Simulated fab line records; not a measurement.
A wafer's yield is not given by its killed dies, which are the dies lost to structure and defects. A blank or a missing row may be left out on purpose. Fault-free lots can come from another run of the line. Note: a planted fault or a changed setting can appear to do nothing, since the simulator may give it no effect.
fab line records -- flow nandHarc
record: lots: 7, wafers: 21, lastDay: 24
route steps=1159 shown A_STAIRCASE@682 END@1159
lots that met no fault: from a run of the same line without faults
startH: start of the lot's first displayed wafer, in hours after the record's first day -- waitH: hours since the lot's step before -- " the same as in the row above -- L1.1+2: one row covering several wafers at once -- - either no value or no given start -- * or withheld: withheld -- < > ~ a bound
route shown NAME@n: names a module that has steps shown in the file, with the first one's number in the route -- usual: mean and standard deviation over wafers with no fault -- same: alike in all rows -- chamber/n: place in a boat -- sites: per-site readings -- _std_site: their standard deviation -- _edge_site: inner sites' mean taken away from outer sites' mean -- radiusMm: for every site, how far away it sits from the centre of the wafer -- mask NAME#n: copy n -- behind: tool/chamber where the wafer was last shaped -- hold: the reason the lot was held/the length of the hold in hours/how it ended -- device: transistor that didn't switch, given as n, p or np -- end of line: the same wafers' tests at the end of the route -- a step without rows: its recipe alone -- killed: dies that structure and defects cost at the first sort, which is not the same as the wafer's yield -- map: dies across one wafer; x = killed, . = not, _ = none there
set.NAME: the setting as run; set.NAME@STEP: as run at that earlier step -- model.NAME: the simulator's own value behind a step, which no gauge read
a table for each step, a row for each wafer; lots at some steps of the route
services: when a tool's chamber went out of use (startH, in hours from the record's first day, below 0 if earlier), for how many hours, and the reason
== steps ==
step: NHARC_A_STAIRCASE_EXPOSE_307
recipe: na: 0.5, doseMj: 45.72, maskId: CHOP_50
step: NHARC_A_STAIRCASE_PEB_308
recipe: pebTempC: 115, pebTimeS: 130
step: NHARC_A_STAIRCASE_DEVELOP_309
recipe: timeS: 140
step: NHARC_A_STAIRCASE_HARDBAKE_311
recipe: tempC: 120, timeS: 140
step: NHARC_A_STAIRCASE_DESCUM_312
recipe: timeS: 3, o2FlowSccm: 200, arFlowSccm: 0, biasPowerW: 0, chemistry: O2
usual: drypumpMotorCurrentA: 5.67/0.3, oesProductAu: 0.999/0.011, rfVppV: 58.0/0.89, showerheadPlenumPTorr: 1.94/0.064, throttleValvePct: 11.311/0.0087
lot.wafer,tool,chamber,startH,waitH,drypumpMotorCurrentA,oesProductAu,rfHoursCounterH,rfVppV,showerheadPlenumPTorr,throttleValvePct
L510.1,rieDiel-12,2,297.81,-,5.51,1.000,32,58.2,2.04,11.316
L510.6,rieDiel-12,0,297.81,-,5.61,0.989,-,57.6,1.86,11.311
L510.5,rieDiel-12,1,297.81,-,5.96,0.996,-,56.3,1.87,11.310
L512.4,rieDiel-04,2,313.96,-,6.17,1.002,3,57.3,1.92,11.313
L512.1,rieDiel-04,0,313.96,-,5.55,0.995,4,58.7,1.94,11.303
L512.6,rieDiel-04,2,313.96,-,6.18,1.000,-,58.1,1.92,11.313
L513.3,rieDiel-04,1,315.64,-,5.65,1.009,4,59.3,1.97,11.294
L513.2,rieDiel-04,0,315.64,-,5.56,0.991,4,59.6,1.94,11.319
L513.5,rieDiel-04,2,315.64,-,6.16,1.003,-,58.0,1.92,11.313
L514.1,rieDiel-12,1,339.57,-,5.97,0.993,45,58.8,1.86,11.305
L514.4,rieDiel-12,3,339.57,-,5.19,0.990,45,57.3,2.01,11.302
L514.5,rieDiel-12,2,339.57,-,5.51,0.990,-,58.9,2.04,11.311
L516.4,rieDiel-04,3,343.11,-,5.76,1.010,15,58.3,1.89,11.302
L516.2,rieDiel-04,0,343.11,-,5.55,0.977,16,56.6,1.93,11.314
L516.6,rieDiel-04,3,343.11,-,5.77,1.005,-,57.5,1.89,11.303
L520.2,rieDiel-12,1,367.19,-,6.01,0.993,56,57.4,1.86,11.308
L520.5,rieDiel-12,3,367.19,-,5.20,0.987,-,57.3,2.01,11.314
L520.6,rieDiel-12,0,367.19,-,5.62,0.997,-,57.1,1.85,11.297
L523.1,rieDiel-04,0,383.99,-,5.58,0.982,32,58.8,1.93,11.317
L523.2,rieDiel-04,1,383.99,-,5.63,1.002,29,58.7,1.96,11.312
L523.6,rieDiel-04,3,383.99,-,5.76,1.009,-,58.7,1.89,11.310
step: NHARC_A_STAIRCASE_ETCH_313
recipe: cf4FlowSccm: 100, chf3FlowSccm: 30, arFlowSccm: 0, rfW: 500, biasW: 200, chemistry: CF4/CHF3
usual: chf3FlowSccm: 29.99/0.09, drypumpMotorCurrentA: 5.67/0.29, oesProductAu: 0.940/0.022, rfVppV: 371.4/1.9, showerheadPlenumPTorr: 1.60/0.05, throttleValvePct: 16.804/0.01
lot.wafer,tool,chamber,startH,waitH,chf3FlowSccm,drypumpMotorCurrentA,oesProductAu,rfHoursCounterH,rfVppV,showerheadPlenumPTorr,throttleValvePct
L510.1,rieDiel-12,2,297.94,0.1,29.98,5.53,0.948,32,372.8,1.67,16.804
L510.5,rieDiel-12,2,297.94,0.1,29.99,5.53,0.948,-,373.0,1.67,16.793
L510.6,rieDiel-12,3,297.94,0.1,30.00,5.20,0.963,-,372.7,1.65,16.820
L512.1,rieDiel-04,1,314.04,0.1,29.93,5.66,0.939,4,371.9,1.62,16.823
L512.4,rieDiel-04,3,314.04,0.1,30.02,5.76,0.964,3,370.8,1.56,16.799
L512.6,rieDiel-04,1,314.04,0.1,29.85,5.64,0.953,-,373.4,1.62,16.817
L513.3,rieDiel-04,3,315.74,0.1,29.82,5.76,0.992,3,371.3,1.56,16.818
L513.2,rieDiel-04,0,315.74,0.1,29.99,5.57,0.967,4,370.8,1.59,16.797
L513.5,rieDiel-04,2,315.74,0.1,30.03,6.17,0.961,-,371.3,1.58,16.809
L514.1,rieDiel-12,0,339.66,0.1,30.02,5.62,0.925,40,369.8,1.53,16.790
L514.4,rieDiel-12,1,339.66,0.1,29.98,5.99,0.899,45,370.2,1.53,16.801
L514.5,rieDiel-12,0,339.66,0.1,29.99,5.66,0.925,-,370.1,1.53,16.806
L516.4,rieDiel-04,2,343.22,0.1,29.91,6.19,0.949,13,370.2,1.58,16.803
L516.2,rieDiel-04,1,343.22,0.1,30.03,5.63,0.950,14,373.2,1.61,16.798
L516.6,rieDiel-04,2,343.22,0.1,29.95,6.14,0.959,-,371.3,1.58,16.792
L520.2,rieDiel-12,3,367.29,0.1,29.99,5.20,0.923,56,372.9,1.65,16.813
L520.5,rieDiel-12,0,367.29,0.1,29.99,5.61,0.926,-,369.3,1.53,16.824
L520.6,rieDiel-12,1,367.29,0.1,30.11,5.98,0.917,-,368.4,1.53,16.800
L523.1,rieDiel-04,3,384.31,0.3,30.07,5.77,0.936,28,368.8,1.56,16.801
L523.2,rieDiel-04,2,384.31,0.3,30.01,6.13,0.932,26,369.5,1.58,16.798
L523.6,rieDiel-04,0,384.31,0.3,29.96,5.55,0.912,-,369.6,1.58,16.792
step: NHARC_A_STAIRCASE_HM_OPEN_463
recipe: o2FlowSccm: 400, cosFlowSccm: 20, arFlowSccm: 0, rfW: 500, biasW: 300, chemistry: O2/COS
usual: drypumpMotorCurrentA: 5.67/0.29, oesProductAu: 0.999/0.01, rfVppV: 468.3/2.3, showerheadPlenumPTorr: 3.17/0.099, throttleValvePct: 28.330/0.0094
lot.wafer,tool,chamber,startH,waitH,drypumpMotorCurrentA,oesProductAu,rfHoursCounterH,rfVppV,showerheadPlenumPTorr,throttleValvePct
L510.1,rieDiel-12,2,-,-,5.55,1.003,32,471.7,3.32,28.342
L510.6,rieDiel-12,1,-,-,5.99,1.002,-,465.7,3.05,28.315
L510.5,rieDiel-12,2,-,-,5.58,0.999,-,470.3,3.32,28.330
L512.1,rieDiel-04,0,-,-,5.53,0.995,4,467.3,3.16,28.339
L512.4,rieDiel-04,1,-,-,5.66,0.992,4,469.3,3.21,28.318
L512.6,rieDiel-04,2,-,-,6.16,0.993,-,467.3,3.14,28.325
L513.2,rieDiel-04,0,-,-,5.56,0.994,4,469.1,3.16,28.342
L513.3,rieDiel-04,1,-,-,5.60,0.980,4,469.3,3.21,28.339
L513.5,rieDiel-04,1,-,-,5.64,0.995,-,469.7,3.21,28.329
L514.1,rieDiel-12,0,-,-,5.66,0.992,40,466.2,3.03,28.326
L514.4,rieDiel-12,2,-,-,5.56,0.996,46,471.8,3.31,28.340
L514.5,rieDiel-12,0,-,-,5.63,0.998,-,463.9,3.03,28.320
L516.2,rieDiel-04,2,-,-,6.19,0.986,14,468.8,3.13,28.335
L516.4,rieDiel-04,0,-,-,5.57,0.977,16,468.9,3.15,28.336
L516.6,rieDiel-04,2,-,-,6.21,0.993,-,467.9,3.13,28.326
L520.2,rieDiel-12,2,-,-,5.56,0.993,56,470.7,3.31,28.323
L520.6,rieDiel-12,3,-,-,5.19,0.990,-,470.3,3.27,28.329
L520.5,rieDiel-12,0,-,-,5.61,1.003,-,465.5,3.03,28.349
L523.2,rieDiel-04,1,-,-,5.63,1.002,30,468.3,3.19,28.326
L523.1,rieDiel-04,2,-,-,6.14,1.006,26,466.8,3.13,28.325
L523.6,rieDiel-04,1,-,-,5.63,1.000,-,470.1,3.19,28.320
step: NHARC_A_STAIRCASE_STRIP_464
recipe: o2FlowSccm: 400, cosFlowSccm: 20, arFlowSccm: 0, biasW: 0, chemistry: O2/COS
step: NHARC_A_STAIRCASE_ETCH_453
recipe: targetDepthA: 300, overetchA: 30, timeS: 16.5, ionEnergyEv: 100, cf4FlowSccm: 80, o2FlowSccm: 20, arFlowSccm: 0, rfW: 300, biasW: 100, chemistry: CF4/O2
usual: drypumpMotorCurrentA: 5.68/0.29, oes_f_703_au: 1.000/0.0042, oes_o_777_au: 1.000/0.0044, oesProductAu: 0.998/0.011, rfVppV: 198.2/1.2, showerheadPlenumPTorr: 1.35/0.044, throttleValvePct: 13.397/0.01
lot.wafer,tool,chamber,startH,waitH,drypumpMotorCurrentA,oes_f_703_au,oes_o_777_au,oesProductAu,rfHoursCounterH,rfVppV,showerheadPlenumPTorr,throttleValvePct
L510.1,rieDiel-12,0,-,-,5.63,0.999,0.998,1.005,27,196.9,1.30,13.410
L510.6,rieDiel-12,0,-,-,5.62,1.000,0.996,1.006,-,197.2,1.30,13.408
L510.5,rieDiel-12,1,-,-,5.96,1.002,1.003,0.993,-,196.5,1.30,13.394
L512.4,rieDiel-04,0,-,-,5.54,1.002,1.001,0.988,4,197.7,1.35,13.412
L512.1,rieDiel-04,1,-,-,5.66,0.990,1.006,0.997,4,199.1,1.37,13.418
L512.6,rieDiel-04,2,-,-,6.15,1.005,1.003,1.014,-,196.8,1.34,13.396
L513.3,rieDiel-04,1,-,-,5.60,1.000,1.000,0.999,4,199.2,1.37,13.386
L513.2,rieDiel-04,0,-,-,5.55,0.995,0.997,0.984,4,198.7,1.35,13.384
L513.5,rieDiel-04,2,-,-,6.15,1.002,0.995,1.004,-,198.4,1.34,13.412
L514.1,rieDiel-12,2,-,-,5.54,1.001,1.000,0.984,46,200.0,1.42,13.394
L514.4,rieDiel-12,0,-,-,5.65,1.000,0.996,0.995,40,197.3,1.30,13.393
L514.5,rieDiel-12,2,-,-,5.54,0.989,1.006,0.995,-,200.6,1.42,13.387
L516.4,rieDiel-04,0,-,-,5.56,0.998,0.998,0.978,16,197.5,1.35,13.388
L516.2,rieDiel-04,2,-,-,6.12,0.993,1.003,0.990,14,197.7,1.34,13.410
L516.6,rieDiel-04,1,-,-,5.61,1.009,1.000,0.994,-,199.5,1.37,13.402
L520.2,rieDiel-12,2,-,-,5.58,0.995,1.000,0.988,56,200.2,1.42,13.396
L520.6,rieDiel-12,1,-,-,5.97,1.001,0.999,0.988,-,196.7,1.30,13.389
L520.5,rieDiel-12,2,-,-,5.59,0.996,1.002,1.001,-,197.8,1.42,13.403
L523.1,rieDiel-04,0,-,-,5.55,1.001,0.999,0.978,32,197.8,1.34,13.390
L523.2,rieDiel-04,3,-,-,5.75,0.998,0.996,1.014,29,198.1,1.32,13.390
L523.6,rieDiel-04,0,-,-,5.54,1.004,1.000,0.976,-,198.0,1.34,13.407
step: NHARC_A_STAIRCASE_ETCH_315
recipe: targetDepthA: 25000, timeS: 607.1, ionEnergyEv: 800, c4f8FlowSccm: 80, o2FlowSccm: 60, arFlowSccm: withheld, rfW: 600, biasW: 3000, chemistry: C4F8/O2/Ar
step: NHARC_A_STAIRCASE_STRIP_316
recipe: o2FlowSccm: 500, arFlowSccm: 0, biasW: 0, chemistry: O2
usual: chamberPressureMTorr: 59.99/0.05, drypumpMotorCurrentA: 5.68/0.29, oesProductAu: 0.996/0.011, rfVppV: 57.8/0.91, showerheadPlenumPTorr: 3.58/0.11, throttleValvePct: 17.036/0.0087
same: biasW: 0
lot.wafer,tool,chamber,startH,waitH,chamberPressureMTorr,drypumpMotorCurrentA,oesProductAu,rfHoursCounterH,rfVppV,showerheadPlenumPTorr,throttleValvePct
L510.1,rieDiel-12,0,-,-,59.97,5.64,0.993,28,55.9,3.44,17.019
L510.6,rieDiel-12,0,-,-,60.03,5.61,0.999,-,58.0,3.44,17.027
L510.5,rieDiel-12,1,-,-,59.98,6.00,0.998,-,56.8,3.45,17.038
L512.4,rieDiel-04,1,-,-,60.09,5.66,0.993,4,56.8,3.62,17.031
L512.1,rieDiel-04,2,-,-,60.07,6.16,0.998,3,56.7,3.55,17.022
L512.6,rieDiel-04,1,-,-,60.05,5.65,1.001,-,58.6,3.62,17.043
L513.2,rieDiel-04,3,-,-,59.97,5.76,1.030,4,56.3,3.50,17.036
L513.3,rieDiel-04,0,-,-,60.06,5.56,0.987,5,58.0,3.57,17.047
L513.5,rieDiel-04,0,-,-,60.03,5.55,0.997,-,56.3,3.57,17.024
L514.1,rieDiel-12,1,-,-,59.99,5.99,0.985,46,58.1,3.44,17.029
L514.4,rieDiel-12,3,-,-,59.98,5.13,0.995,46,59.0,3.70,17.038
L514.5,rieDiel-12,0,-,-,60.00,5.67,0.993,-,58.1,3.43,17.046
L516.2,rieDiel-04,0,-,-,59.96,5.55,0.974,17,58.2,3.56,17.041
L516.4,rieDiel-04,3,-,-,60.00,5.77,1.009,16,57.8,3.49,17.047
L516.6,rieDiel-04,1,-,-,59.94,5.62,0.990,-,57.7,3.62,17.046
L520.2,rieDiel-12,1,-,-,60.06,6.01,0.985,57,56.3,3.43,17.039
L520.6,rieDiel-12,1,-,-,59.99,6.02,0.988,-,57.5,3.43,17.045
L520.5,rieDiel-12,2,-,-,59.94,5.58,0.992,-,58.4,3.74,17.040
L523.1,rieDiel-04,3,-,-,60.16,5.75,1.016,29,58.4,3.49,17.036
L523.2,rieDiel-04,2,-,-,59.98,6.19,1.017,27,58.8,3.53,17.038
L523.6,rieDiel-04,3,-,-,59.96,5.73,1.003,-,59.4,3.49,17.036
step: NHARC_A_STAIRCASE_STRIP_317
recipe: timeS: 900, tempC: 130, chemistry: SPM
usual: bathGuardTempC: 130.1/0.57, bathHeatDutyPct: 14.9/1.7
lot.wafer,tool,chamber,startH,waitH,bathGuardTempC,bathHeatDutyPct
L510.1,wetBench-05,5,299.21,-,130.6,15.3
L510.6,wetBench-05,6,299.21,-,129.8,15.5
L510.5,wetBench-05,0,299.21,-,129.6,10.3
L512.6,wetBench-03,3,315.31,-,-,-
L512.4,wetBench-03,4,315.31,-,-,-
L512.1,wetBench-03,5,315.31,-,-,-
L513.2,wetBench-03,5,317.08,-,-,-
L513.3,wetBench-03,0,317.08,-,-,-
L513.5,wetBench-03,1,317.08,-,-,-
L514.5,wetBench-07,4,341.02,-,-,-
L514.1,wetBench-07,6,341.02,-,-,-
L514.4,wetBench-07,0,341.02,-,-,-
L516.4,wetBench-03,5,344.76,-,130.8,11.6
L516.6,wetBench-03,7,344.76,-,129.7,13.8
L516.2,wetBench-03,0,344.76,-,130.7,16.2
L520.5,wetBench-05,5,368.62,-,130.4,14.6
L520.2,wetBench-05,0,368.62,-,129.9,10.8
L520.6,wetBench-05,1,368.62,-,129.9,16.6
L523.6,wetBench-07,6,385.87,-,130.1,15.5
L523.2,wetBench-07,7,385.87,-,130.7,17.1
L523.1,wetBench-07,2,385.87,-,130.8,17.1
step: NHARC_A_STAIRCASE_PRECLEAN_318
recipe: timeS: *, tempC: 50, bathAgeMin: 0, chemistry: SC1
step: NHARC_END_SORT_01
recipe: tempC: 25
usual: killedAtArray: 28/8.6, killedAtOther: 0.7/1.2, killedAtPeriphery: 3.1/2.3, killedDies: 32/8.7, killedOpen: 3.2/1.7, killedShort: 2.0/1.5
same: grossDies: 677
lot.wafer,tool,chamber,startH,waitH,killedAtArray,killedAtOther,killedAtPeriphery,killedDies,killedOpen,killedShort
L510.1,prober-02,0,485.16,2.5,23,2,6,31,1,3
L510.5,prober-02,0,488.33,3.7,27,2,3,32,3,1
L510.6,prober-02,0,489.13,4.0,31,2,4,37,4,3
L512.1,prober-01,0,492.92,2.5,31,0,1,32,1,4
L512.4,prober-01,0,495.30,3.4,27,1,0,28,2,3
L512.6,prober-01,0,496.89,4.0,24,1,0,25,3,2
L513.2,prober-01,0,501.51,2.8,18,0,3,21,3,2
L513.3,prober-01,0,502.31,3.1,24,1,2,27,2,2
L513.5,prober-01,0,503.91,3.7,23,1,3,27,1,3
L514.1,prober-01,0,508.58,2.6,33,0,0,33,2,0
L514.4,prober-01,0,511.00,3.4,43,0,0,43,3,1
L514.5,prober-01,0,511.80,3.7,47,0,0,47,1,2
L516.2,prober-02,0,515.84,2.8,31,0,2,33,6,4
L516.4,prober-02,0,517.41,3.4,25,0,1,26,4,4
L516.6,prober-02,0,518.99,3.9,20,0,0,20,1,3
L523.1,prober-01,0,570.58,2.5,25,0,3,28,2,1
L523.2,prober-01,0,571.39,2.8,31,0,1,32,4,1
L523.6,prober-01,0,574.60,4.0,33,0,1,34,4,1
killed by level:class
L510.1 A_CHANNEL_HOLE_D1:chamberFilmFlake=16 A_STAIRCASE:chamberFilmFlake=3 P_STI:chamberFilmFlake=2 P_GATE:chamberFilmFlake=2 P_CONTACT:geometricParticle:open=1 P_CONTACT:geometricParticle:short=1 A_ONON_D1:geometricParticle:short=1 STARTING-WAFER:geometricParticle:short=1
L510.5 A_CHANNEL_HOLE_D1:chamberFilmFlake=18 A_CONTACT:chamberFilmFlake=3 A_SLIT:chamberFilmFlake=2 THIN_TSV:chamberFilmFlake=2 P_CONTACT:geometricParticle:open=1 P_M0:geometricParticle:open=1 A_CHANNEL_FILL_D1:geometricParticle:open=1 A_M1:geometricParticle:short=1
L510.6 A_CHANNEL_HOLE_D1:chamberFilmFlake=13 A_CONTACT:chamberFilmFlake=5 P_STI:chamberFilmFlake=3 A_STAIRCASE:chamberFilmFlake=3 A_ONON_D1:geometricParticle:short=2 THIN_TSV:chamberFilmFlake=2 A_ONON_D1:geometricParticle:open=1 A_CHANNEL_FILL_D1:geometricParticle:short=1
L512.1 A_SLIT:chamberFilmFlake=11 A_CONTACT:chamberFilmFlake=8 A_STAIRCASE:chamberFilmFlake=7 P_M0:geometricParticle:short=1 A_ONON_D1:geometricParticle:short=1 A_ONON_D1:geometricParticle:open=1 A_CHANNEL_HOLE_D1:geometricParticle:short=1 A_WL_FILL:geometricParticle:short=1
L512.4 A_SLIT:chamberFilmFlake=11 A_STAIRCASE:chamberFilmFlake=6 A_CHANNEL_HOLE_D1:chamberFilmFlake=3 A_ONON_D1:geometricParticle:short=2 A_ONON_D1:geometricParticle:open=1 A_SGD_CUT:geometricParticle:short=1 A_BLC:geometricParticle:open=1 A_ZERO_WELL:chamberFilmFlake=1
L512.6 A_SLIT:chamberFilmFlake=10 A_CONTACT:chamberFilmFlake=5 A_CHANNEL_HOLE_D1:chamberFilmFlake=2 A_STAIRCASE:chamberFilmFlake=2 A_ONON_D1:geometricParticle:short=1 A_ONON_D1:geometricParticle:open=1 A_WL_FILL:geometricParticle:open=1 A_BLC:geometricParticle:open=1
L513.2 A_CHANNEL_HOLE_D1:chamberFilmFlake=11 P_M0:geometricParticle:open=1 A_ONON_D1:geometricParticle:open=1 A_SLIT:geometricParticle:short=1 A_CONTACT:geometricParticle:short=1 A_CONTACT:geometricParticle:open=1 P_STI:chamberFilmFlake=1 P_BONDPAD:chamberFilmFlake=1
L513.3 A_CHANNEL_HOLE_D1:chamberFilmFlake=16 A_ZERO_WELL:chamberFilmFlake=2 A_SOURCE_PLATE:geometricParticle:open=1 A_SGD_CUT:geometricParticle:short=1 A_WL_FILL:geometricParticle:short=1 A_CONTACT:geometricParticle:open=1 P_STI:chamberFilmFlake=1 P_M1:chamberFilmFlake=1
L513.5 A_CHANNEL_HOLE_D1:chamberFilmFlake=18 P_STI:geometricParticle:open=1 A_ONON_D1:geometricParticle:short=1 A_SLIT:geometricParticle:short=1 A_WL_FILL:geometricParticle:short=1 P_CONTACT:chamberFilmFlake=1 P_M1:chamberFilmFlake=1 A_WL_FILL:chamberFilmFlake=1
L514.1 A_CHANNEL_HOLE_D1:chamberFilmFlake=12 A_SLIT:chamberFilmFlake=10 A_STAIRCASE:chamberFilmFlake=3 A_WL_FILL:chamberFilmFlake=3 A_SGD_CUT:chamberFilmFlake=2 A_CHANNEL_FILL_D1:geometricParticle:open=1 A_CONTACT:geometricParticle:open=1 A_ZERO_WELL:chamberFilmFlake=1
L514.4 A_CHANNEL_HOLE_D1:chamberFilmFlake=16 A_SLIT:chamberFilmFlake=16 A_WL_FILL:chamberFilmFlake=4 A_STAIRCASE:chamberFilmFlake=2 A_ONON_D1:geometricParticle:open=1 A_CHANNEL_FILL_D1:geometricParticle:short=1 A_CONTACT:geometricParticle:open=1 A_M1:geometricParticle:open=1
L514.5 A_CHANNEL_HOLE_D1:chamberFilmFlake=23 A_SLIT:chamberFilmFlake=13 A_WL_FILL:chamberFilmFlake=4 A_CHANNEL_FILL_D1:geometricParticle:short=2 A_STAIRCASE:chamberFilmFlake=2 A_SGD_CUT:geometricParticle:open=1 A_CHANNEL_FILL_D1:chamberFilmFlake=1 A_SGD_CUT:chamberFilmFlake=1
L516.2 A_SLIT:chamberFilmFlake=12 A_CONTACT:chamberFilmFlake=8 A_CHANNEL_FILL_D1:geometricParticle:short=2 A_CONTACT:geometricParticle:open=2 A_CHANNEL_HOLE_D1:chamberFilmFlake=2 P_CONTACT:geometricParticle:short=1 P_M2:geometricParticle:open=1 A_ONON_D1:geometricParticle:open=1
L516.4 A_SLIT:chamberFilmFlake=7 A_CHANNEL_HOLE_D1:chamberFilmFlake=4 A_CONTACT:chamberFilmFlake=4 A_STAIRCASE:chamberFilmFlake=3 A_WL_FILL:geometricParticle:short=2 P_M1:geometricParticle:open=1 A_ONON_D1:geometricParticle:open=1 A_CHANNEL_FILL_D1:geometricParticle:short=1
L516.6 A_SLIT:chamberFilmFlake=11 A_CONTACT:chamberFilmFlake=4 A_ONON_D1:geometricParticle:short=1 A_CHANNEL_HOLE_D1:geometricParticle:short=1 A_WL_FILL:geometricParticle:short=1 A_CONTACT:geometricParticle:open=1 A_ZERO_WELL:chamberFilmFlake=1
L523.1 A_CHANNEL_HOLE_D1:chamberFilmFlake=20 A_STAIRCASE:chamberFilmFlake=2 P_CONTACT:geometricParticle:open=1 P_M1:geometricParticle:short=1 A_SGD_CUT:geometricParticle:open=1 P_M2:chamberFilmFlake=1 A_ZERO_WELL:chamberFilmFlake=1 A_SGD_CUT:chamberFilmFlake=1
L523.2 A_CHANNEL_HOLE_D1:chamberFilmFlake=24 A_STAIRCASE:chamberFilmFlake=2 P_GATE:geometricParticle:open=1 A_SOURCE_PLATE:geometricParticle:open=1 A_CHANNEL_FILL_D1:geometricParticle:short=1 A_SGD_CUT:geometricParticle:open=1 A_CONTACT:geometricParticle:open=1 A_CONTACT:chamberFilmFlake=1
L523.6 A_CHANNEL_HOLE_D1:chamberFilmFlake=27 A_WL_FILL:geometricParticle:open=2 A_STAIRCASE:chamberFilmFlake=2 P_M1:geometricParticle:open=1 A_CHANNEL_HOLE_D1:geometricParticle:open=1 A_WL_FILL:geometricParticle:short=1
== services ==
tool,chamber,startH,hours,kind
rieDiel-04,-,288.92,9.0,pm
rieDiel-04,0,288.92,9.0,ventCycle
rieDiel-04,1,288.92,9.0,ventCycle
rieDiel-04,2,288.92,9.0,ventCycle
rieDiel-04,3,288.92,9.0,ventCycle
rieDiel-04,0,297.92,-,clean
rieDiel-04,1,297.92,-,clean
rieDiel-04,2,297.92,-,clean
rieDiel-04,3,297.92,-,clean
wetBench-03,-,322.40,8.0,pm
rieDiel-04,0,322.60,-,clean
rieDiel-04,1,322.60,-,clean
rieDiel-04,2,322.60,-,clean
rieDiel-04,3,322.60,-,clean
rieDiel-04,0,347.52,-,clean
rieDiel-04,1,347.52,-,clean
rieDiel-04,2,347.52,-,clean
rieDiel-04,3,347.52,-,clean
wetBench-07,-,360.04,2.2,repair
wetBench-03,-,366.95,3.3,repair
wetBench-07,-,371.15,0.8,repair
rieDiel-04,0,372.02,-,clean
wetBench-05,-,372.80,8.0,pm
rieDiel-12,-,379.46,9.0,pm
== key ==
firstSign: step: NHARC_A_STAIRCASE_STRIP_317, reading: toolRecord, direction: missing
effect none on later readings
metAt NHARC_A_STAIRCASE_STRIP_317
struckWafers L512.1,L512.4,L512.6,L513.2,L513.3,L513.5,L514.1,L514.4,L514.5
testerLeftOut L512,L513,L514
fault: kind: skippedStepWhole, tool: wetBench-03,wetBench-07, chamber: -, onsetH: 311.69, steps: NHARC_A_STAIRCASE_STRIP_317, scope: struckLotsOnly
testerLeftOut: of these lots the tester's yield and bins aren't shown, on N5 and GAA mostly nor the transistor test; their killed dies are dies lost to structure and defects alone, not to doping, threshold or leakage, so they don't give the yield
